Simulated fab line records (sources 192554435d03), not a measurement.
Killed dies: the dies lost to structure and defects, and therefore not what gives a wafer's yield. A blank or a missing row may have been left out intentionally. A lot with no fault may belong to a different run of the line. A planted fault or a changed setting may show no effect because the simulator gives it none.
Which tool is to blame? | flow n5_finfet | 24 lots with 72 wafers sampled at 6 steps, on a route of 1938 steps

== WHAT THE GAUGES READ, wafer by wafer ==
N5_BEOL_M7_RS_MEAS_57: measures by four-point-probe. Usual: for M7_RS the level is 0.288 ohm/sq and the standard deviation is 0.0059.
lot  | measured     | on            | M7_RS (ohm/sq)    | flag
L074 | day 8 16:10  | film_metro-01 | 0.282 0.288 0.282 |
L075 | day 9 08:59  | film_metro-01 | 0.280 0.294 0.279 |
L076 | day 9 17:15  | film_metro-02 | 0.287 0.297 0.282 |
L077 | day 9 18:13  | film_metro-01 | 0.278 0.296 0.284 |
L078 | day 10 11:25 | film_metro-01 | 0.284 0.278 0.285 |
L080 | day 10 12:13 | film_metro-02 | 0.283 0.290 0.296 |
L079 | day 10 12:19 | film_metro-01 | 0.286 0.279 0.284 |
L081 | day 10 15:41 | film_metro-01 | 0.286 0.278 0.285 |
L082 | day 11 11:00 | film_metro-01 | 0.288 0.276 0.286 |
L083 | day 11 14:28 | film_metro-01 | 0.296 0.285 0.290 |
L084 | day 11 17:57 | film_metro-01 | 0.292 0.288 0.291 |
L085 | day 11 18:53 | film_metro-02 | 0.285 0.288 0.288 |
L086 | day 11 23:12 | film_metro-01 | 0.302 0.284 0.300 |
L087 | day 11 22:28 | film_metro-02 | 0.290 0.277 0.291 |
L088 | day 12 19:10 | film_metro-01 | 0.276 0.292 0.299 |
L089 | day 12 23:17 | film_metro-02 | 0.291 0.283 0.294 |
L090 | day 13 06:03 | film_metro-02 | 0.291 0.290 0.298 |
L091 | day 13 17:32 | film_metro-02 | 0.296 0.294 0.296 |
L092 | day 14 04:59 | film_metro-02 | 0.287 0.284 0.295 |
L095 | day 14 13:47 | film_metro-01 | 0.286 0.294 0.276 |
L093 | day 14 16:09 | film_metro-01 | 0.283 0.281 0.278 |
L097 | day 14 16:49 | film_metro-01 | 0.288 0.289 0.288 |
L094 | day 14 21:14 | film_metro-01 | 0.295 0.289 0.295 |
L096 | day 15 07:04 | film_metro-01 | 0.286 0.293 0.297 |

== WHICH TOOL RAN EACH LOT (tool, then ch and the chambers of the sampled wafers, then the start) ==
lot  | N5_BEOL_M6_PRE_CLEAN_45      | N5_BEOL_M7_ETCH_65                 | N5_BEOL_M7_PRE_CLEAN_45      | N5_BEOL_M7_SURFACE_TREAT_79  | N5_BEOL_M7_DEP_56
L074 | pvd_sputter-03, day 8 06:41  | rie_diel-06 ch 0,3, day 8 13:23    | pvd_sputter-02, day 8 14:21  | pvd_sputter-02, day 8 14:46  | pecvd-02 ch 0,1,2, day 8 16:07
L075 | pvd_sputter-01, day 8 21:26  | rie_diel-01 ch 1,2,3, day 9 05:07  | pvd_sputter-01, day 9 07:20  | pvd_sputter-03, day 9 07:41  | pecvd-03 ch 0,1, day 9 08:54
L076 | pvd_sputter-03, day 9 07:39  | rie_diel-02 ch 0,1,2, day 9 14:19  | pvd_sputter-01, day 9 15:35  | pvd_sputter-01, day 9 16:01  | pecvd-03 ch 0,1, day 9 17:10
L077 | pvd_sputter-01, day 9 08:14  | rie_diel-06 ch 0,2,3, day 9 14:38  | pvd_sputter-01, day 9 16:08  | pvd_sputter-03, day 9 17:02  | pecvd-04 ch 0,1, day 9 18:08
L078 | pvd_sputter-02, day 10 01:55 | rie_diel-06 ch 0,1, day 10 08:52   | pvd_sputter-02, day 10 09:52 | pvd_sputter-01, day 10 10:15 | pecvd-04 ch 0,1,2, day 10 11:22
L080 | pvd_sputter-02, day 10 02:28 | rie_diel-01 ch 0,1,2, day 10 09:16 | pvd_sputter-01, day 10 10:25 | pvd_sputter-02, day 10 10:47 | pecvd-02 ch 2, day 10 12:08
L079 | pvd_sputter-02, day 10 02:32 | rie_diel-01 ch 0,1,3, day 10 09:40 | pvd_sputter-02, day 10 10:37 | pvd_sputter-02, day 10 11:01 | pecvd-04 ch 0,1, day 10 12:14
L081 | pvd_sputter-01, day 10 05:37 | rie_diel-01 ch 1,2,3, day 10 12:25 | pvd_sputter-03, day 10 13:38 | pvd_sputter-02, day 10 14:17 | pecvd-03 ch 0,1, day 10 15:37
L082 | pvd_sputter-02, day 11 02:20 | rie_diel-06 ch 0,1,3, day 11 07:50 | pvd_sputter-03, day 11 08:51 | pvd_sputter-02, day 11 09:17 | pecvd-03 ch 0,2, day 11 10:56
L083 | pvd_sputter-03, day 11 04:57 | rie_diel-01 ch 0,1,3, day 11 11:28 | pvd_sputter-01, day 11 12:43 | pvd_sputter-03, day 11 13:07 | pecvd-03 ch 0,2, day 11 14:24
L084 | pvd_sputter-02, day 11 08:50 | rie_diel-06 ch 0,1, day 11 13:37   | pvd_sputter-03, day 11 14:34 | pvd_sputter-01, day 11 14:55 | pecvd-03 ch 0,1,2, day 11 17:54
L085 | pvd_sputter-01, day 11 09:23 | rie_diel-02 ch 0,1,2, day 11 16:10 | pvd_sputter-02, day 11 17:16 | pvd_sputter-02, day 11 17:37 | pecvd-04 ch 0,2, day 11 18:49
L086 | pvd_sputter-01, day 11 12:48 | rie_diel-06 ch 2,3, day 11 19:53   | pvd_sputter-02, day 11 21:07 | pvd_sputter-03, day 11 21:37 | pecvd-02 ch 0,2, day 11 23:08
L087 | pvd_sputter-03, day 11 13:11 | rie_diel-01 ch 0,1,2, day 11 19:14 | pvd_sputter-03, day 11 20:29 | pvd_sputter-02, day 11 21:02 | pecvd-03 ch 0,1,2, day 11 22:23
L088 | pvd_sputter-02, day 12 08:17 | rie_diel-02 ch 2,3, day 12 14:51   | pvd_sputter-02, day 12 15:52 | pvd_sputter-02, day 12 17:47 | pecvd-04 ch 1,2, day 12 19:06
L089 | pvd_sputter-02, day 12 12:37 | rie_diel-01 ch 0,2,3, day 12 18:03 | pvd_sputter-02, day 12 19:14 | pvd_sputter-02, day 12 21:27 | pecvd-02 ch 0,2, day 12 23:13
L090 | pvd_sputter-02, day 12 17:56 | rie_diel-01 ch 0,1,2, day 13 01:44 | pvd_sputter-02, day 13 04:32 | pvd_sputter-01, day 13 04:53 | pecvd-03 ch 0,1, day 13 05:59
L091 | pvd_sputter-02, day 13 06:01 | rie_diel-06 ch 1,2, day 13 13:14   | pvd_sputter-02, day 13 14:12 | pvd_sputter-02, day 13 14:38 | pecvd-04 ch 0,1,2, day 13 17:28
L092 | pvd_sputter-01, day 13 18:07 | rie_diel-02 ch 1,2,3, day 14 01:06 | pvd_sputter-02, day 14 02:10 | pvd_sputter-01, day 14 02:32 | pecvd-04 ch 0,1,2, day 14 04:55
L095 | pvd_sputter-02, day 14 02:05 | rie_diel-02 ch 1,3, day 14 10:53   | pvd_sputter-01, day 14 11:49 | pvd_sputter-02, day 14 12:14 | pecvd-04 ch 0,2, day 14 13:43
L093 | pvd_sputter-03, day 14 04:16 | rie_diel-06 ch 0,3, day 14 12:43   | pvd_sputter-02, day 14 13:40 | pvd_sputter-03, day 14 15:01 | pecvd-02 ch 0,1,2, day 14 16:05
L097 | pvd_sputter-01, day 14 04:48 | rie_diel-06 ch 1,3, day 14 13:06   | pvd_sputter-03, day 14 15:10 | pvd_sputter-03, day 14 15:32 | pecvd-02 ch 0,1, day 14 16:44
L094 | pvd_sputter-01, day 14 11:32 | rie_diel-01 ch 1,3, day 14 18:20   | pvd_sputter-01, day 14 19:19 | pvd_sputter-01, day 14 19:52 | pecvd-04 ch 0,1, day 14 21:10
L096 | pvd_sputter-01, day 14 19:08 | rie_diel-01 ch 0,1,2, day 15 03:10 | pvd_sputter-02, day 15 04:44 | pvd_sputter-02, day 15 05:05 | pecvd-02 ch 0,1, day 15 06:59
- N5_BEOL_M6_PRE_CLEAN_45: time 30 s.
- N5_BEOL_M7_ETCH_65: etches SiARC in CF4, target depth 15.6 nm, time 26 s.
- N5_BEOL_M7_PRE_CLEAN_45: time 30 s.
- N5_BEOL_M7_SURFACE_TREAT_79
- N5_BEOL_M7_DEP_56: deposits SiCN from 3MS/NH3, target thk 10 nm, time 17.5 s.

== AS READ BY THE TOOLS THEMSELVES (means over the sampled wafers that have a number; for cases with no such wafer, the mark the record gives instead) ==
N5_BEOL_M6_PRE_CLEAN_45. Usual: heater_power_w reads 351 W (standard deviation 31).
lot  | tool           | heater_power_w (W) | flag
L074 | pvd_sputter-03 | 322                |
L075 | pvd_sputter-01 | 352                |
L076 | pvd_sputter-03 | 335                |
L077 | pvd_sputter-01 | 342                |
L078 | pvd_sputter-02 | 327                |
L080 | pvd_sputter-02 | 368                |
L079 | pvd_sputter-02 | 406                |
L081 | pvd_sputter-01 | 344                |
L082 | pvd_sputter-02 | 364                |
L083 | pvd_sputter-03 | 326                |
L084 | pvd_sputter-02 | 355                |
L085 | pvd_sputter-01 | 344                |
L086 | pvd_sputter-01 | 344                |
L087 | pvd_sputter-03 | 343                |
L088 | pvd_sputter-02 | 345                |
L089 | pvd_sputter-02 | 358                |
L090 | pvd_sputter-02 | 407                |
L091 | pvd_sputter-02 | 368                |
L092 | pvd_sputter-01 | 347                |
L095 | pvd_sputter-02 | 368                |
L093 | pvd_sputter-03 | 348                |
L097 | pvd_sputter-01 | 346                |
L094 | pvd_sputter-01 | 345                |
L096 | pvd_sputter-01 | 343                |

N5_BEOL_M7_ETCH_65. Usual: drypump_motor_current_A 5.7 A, standard deviation 0.51; etch_rf_on_time_s 26.0 s, standard deviation 0.42; oes_product_au 0.68 a.u., standard deviation 0.072; rf_fwd_power_W 531.8 W, standard deviation 1.7; rf_vpp_V 183.8 V, standard deviation 1.1; showerhead_plenum_p_Torr 2.11 Torr, standard deviation 0.066; throttle_valve_pct 15.48 %, standard deviation 0.16.
lot  | tool        | drypump_motor_current_A (A) | etch_rf_on_time_s (s) | oes_product_au (a.u.) | rf_fwd_power_W (W) | rf_vpp_V (V) | showerhead_plenum_p_Torr (Torr) | throttle_valve_pct (%) | flag
L074 | rie_diel-06 | 5.8                         | 25.4                  | 0.79                  | 531.3              | 183.4        | 2.10                            | 15.28                  |
L075 | rie_diel-01 | 5.1                         | 26.2                  | 0.67                  | 530.2              | 183.0        | 2.07                            | 15.36                  |
L076 | rie_diel-02 | 6.0                         | 25.6                  | 0.74                  | 531.7              | 184.1        | 2.10                            | 15.54                  |
L077 | rie_diel-06 | 5.8                         | 25.7                  | 0.71                  | 530.0              | 183.6        | 2.10                            | 15.36                  |
L078 | rie_diel-06 | 6.4                         | 26.2                  | 0.75                  | 532.4              | 184.8        | 2.20                            | 15.45                  |
L080 | rie_diel-01 | 5.5                         | 26.0                  | 0.65                  | 529.5              | 184.0        | 2.12                            | 15.51                  |
L079 | rie_diel-01 | 5.4                         | 26.2                  | 0.65                  | 531.0              | 184.3        | 2.12                            | 15.52                  |
L081 | rie_diel-01 | 5.1                         | 25.8                  | 0.66                  | 532.3              | 183.9        | 2.07                            | 15.38                  |
L082 | rie_diel-06 | 6.1                         | 25.9                  | 0.73                  | 532.4              | 184.1        | 2.14                            | 15.40                  |
L083 | rie_diel-01 | 5.4                         | 26.5                  | 0.64                  | 532.8              | 183.4        | 2.11                            | 15.53                  |
L084 | rie_diel-06 | 6.3                         | 26.4                  | 0.74                  | 533.6              | 184.8        | 2.20                            | 15.48                  |
L085 | rie_diel-02 | 6.0                         | 25.8                  | 0.72                  | 532.4              | 182.6        | 2.10                            | 15.58                  |
L086 | rie_diel-06 | 5.8                         | 26.4                  | 0.62                  | 531.4              | 183.3        | 2.09                            | 15.43                  |
L087 | rie_diel-01 | 5.5                         | 26.0                  | 0.64                  | 531.5              | 183.8        | 2.12                            | 15.53                  |
L088 | rie_diel-02 | 5.7                         | 26.3                  | 0.63                  | 531.0              | 184.2        | 2.16                            | 15.64                  |
L089 | rie_diel-01 | 5.1                         | 26.0                  | 0.65                  | 530.4              | 183.8        | 2.12                            | 15.56                  |
L090 | rie_diel-01 | 5.5                         | 26.3                  | 0.63                  | 532.2              | 183.1        | 2.11                            | 15.55                  |
L091 | rie_diel-06 | 6.0                         | 26.6                  | 0.62                  | 532.4              | 184.2        | 2.15                            | 15.52                  |
L092 | rie_diel-02 | 5.9                         | 26.1                  | 0.69                  | 534.4              | 183.3        | 2.12                            | 15.60                  |
L095 | rie_diel-02 | 5.9                         | 26.0                  | 0.69                  | 531.3              | 183.8        | 2.12                            | 15.57                  |
L093 | rie_diel-06 | 5.9                         | 25.6                  | 0.70                  | 531.8              | 183.5        | 2.07                            | 15.37                  |
L097 | rie_diel-06 | 6.1                         | 26.0                  | 0.69                  | 529.7              | 183.9        | 2.13                            | 15.46                  |
L094 | rie_diel-01 | 5.4                         | 26.0                  | 0.63                  | 531.7              | 183.1        | 2.05                            | 15.45                  |
L096 | rie_diel-01 | 5.5                         | 26.5                  | 0.62                  | 532.9              | 183.8        | 2.11                            | 15.59                  |

N5_BEOL_M7_PRE_CLEAN_45. Usual: heater_power_w reads 355 W (standard deviation 34).
lot  | tool           | heater_power_w (W) | flag
L074 | pvd_sputter-02 | 373                |
L075 | pvd_sputter-01 | 351                |
L076 | pvd_sputter-01 | 343                |
L077 | pvd_sputter-01 | 340                |
L078 | pvd_sputter-02 | 342                |
L080 | pvd_sputter-01 | 346                |
L079 | pvd_sputter-02 | 357                |
L081 | pvd_sputter-03 | 334                |
L082 | pvd_sputter-03 | 338                |
L083 | pvd_sputter-01 | 348                |
L084 | pvd_sputter-03 | 345                |
L085 | pvd_sputter-02 | 371                |
L086 | pvd_sputter-02 | 326                |
L087 | pvd_sputter-03 | 350                |
L088 | pvd_sputter-02 | 370                |
L089 | pvd_sputter-02 | 387                |
L090 | pvd_sputter-02 | 373                |
L091 | pvd_sputter-02 | 404                |
L092 | pvd_sputter-02 | 341                |
L095 | pvd_sputter-01 | 346                |
L093 | pvd_sputter-02 | 368                |
L097 | pvd_sputter-03 | 351                |
L094 | pvd_sputter-01 | 349                |
L096 | pvd_sputter-02 | 365                |

N5_BEOL_M7_DEP_56. Usual: rf_fwd_power_W 199.4 W, standard deviation 0.73; showerhead_plenum_p_Torr 3.662 Torr, standard deviation 0.012; throttle_valve_pct 9.2 %, standard deviation 0.61.
lot  | tool     | rf_fwd_power_W (W) | showerhead_plenum_p_Torr (Torr) | throttle_valve_pct (%) | flag
L074 | pecvd-02 | 199.7              | 3.655                           | 9.7                    |
L075 | pecvd-03 | 199.1              | 3.673                           | 8.7                    |
L076 | pecvd-03 | 199.3              | 3.676                           | 8.6                    |
L077 | pecvd-04 | 198.8              | 3.670                           | 9.7                    |
L078 | pecvd-04 | 199.5              | 3.669                           | 9.2                    |
L080 | pecvd-02 | 198.8              | 3.650                           | 9.3                    |
L079 | pecvd-04 | 199.0              | 3.669                           | 9.5                    |
L081 | pecvd-03 | 199.8              | 3.668                           | 8.7                    |
L082 | pecvd-03 | 199.5              | 3.652                           | 8.1                    |
L083 | pecvd-03 | 198.9              | 3.659                           | 8.1                    |
L084 | pecvd-03 | 198.9              | 3.661                           | 8.4                    |
L085 | pecvd-04 | 199.8              | 3.666                           | 8.8                    |
L086 | pecvd-02 | 199.4              | 3.644                           | 9.3                    |
L087 | pecvd-03 | 199.4              | 3.657                           | 8.5                    |
L088 | pecvd-04 | 200.7              | 3.662                           | 9.3                    |
L089 | pecvd-02 | 200.0              | 3.649                           | 9.4                    |
L090 | pecvd-03 | 199.5              | 3.674                           | 8.7                    |
L091 | pecvd-04 | 199.8              | 3.667                           | 9.3                    |
L092 | pecvd-04 | 199.5              | 3.663                           | 9.2                    |
L095 | pecvd-04 | 198.9              | 3.669                           | 9.3                    |
L093 | pecvd-02 | 199.2              | 3.656                           | 9.6                    |
L097 | pecvd-02 | 199.6              | 3.662                           | 9.9                    |
L094 | pecvd-04 | 199.6              | 3.661                           | 9.8                    |
L096 | pecvd-02 | 199.3              | 3.656                           | 9.9                    |

== THE ANSWER, worked out from the rows above alone ==
Rule: a lot counts as off when the mean over its wafers that have a number is more than 3 standard deviations away from the usual mean. A lot without any number at a reading at which 4 lots or more have one is off too. The other lots that the step has rows for count as sound. First the gauges in route order, then the tools' own readings, where a lot's mean is used as printed above. At the first step where some lot is off, the reading lying furthest off is the one used; lots without a number count as furthest.
None of the lots is off at any reading shown; this tells nothing.

== WHAT HAD BEEN PUT IN BY THE SIMULATOR ==
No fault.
